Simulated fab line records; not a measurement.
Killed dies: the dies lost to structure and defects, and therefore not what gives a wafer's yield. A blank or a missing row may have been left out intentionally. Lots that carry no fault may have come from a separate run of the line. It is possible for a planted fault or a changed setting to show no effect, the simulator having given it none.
Chamber matching -- flow nand harc -- NHARC_A_CONTACT_ALD_18 on ald metal-03 has 4 sister chambers
The step deposits TiN, target thk 3 nm, pulse time 1 s, ald cycles 150. 4 wafers are shown with their chamber, then 7 later ones without.

EACH WAFER AND ITS CHAMBER
wafer,chamber,heater power w (W)
L195.5,3,1113
L195.6,0,1051
L204.1,2,942
L204.5,1,960

WAFERS WITHOUT THEIR CHAMBER
wafer,heater power w (W)
L204.6,1029
L201.1,1062
L201.5,1074
L201.6,994
L205.3,985
L205.4,1108
L205.6,936

EACH ONE'S CHAMBER
wafer,from the rows above,in truth
L204.6,0,0
L201.1,can't be placed: 0 or 3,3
L201.5,can't be placed: 0 or 3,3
L201.6,can't be placed: 1 or 2 or 0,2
L205.3,can't be placed: 1 or 2 or 0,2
L205.4,3,3
L205.6,can't be placed: 2 or 1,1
Correct placement for 2 of the 7. Cannot be placed on the basis of these rows: 5; the candidates contain the true chamber in 5. 0 placed wrongly.
How it was worked out, from the rows above alone: a wafer's distance from a chamber is the root of the sum, over the readings, of the square of ((its reading less the chamber's mean) divided by the reading's scatter). If the next closest chamber is less than 2 further off than the closest, the wafer can't be placed; otherwise it belongs to the closest. The mean given for a chamber averages the wafers shown for that chamber. The scatter: with one shown wafer a chamber, the root of the mean of the squares of how far each hidden wafer lies from its nearest shown one.
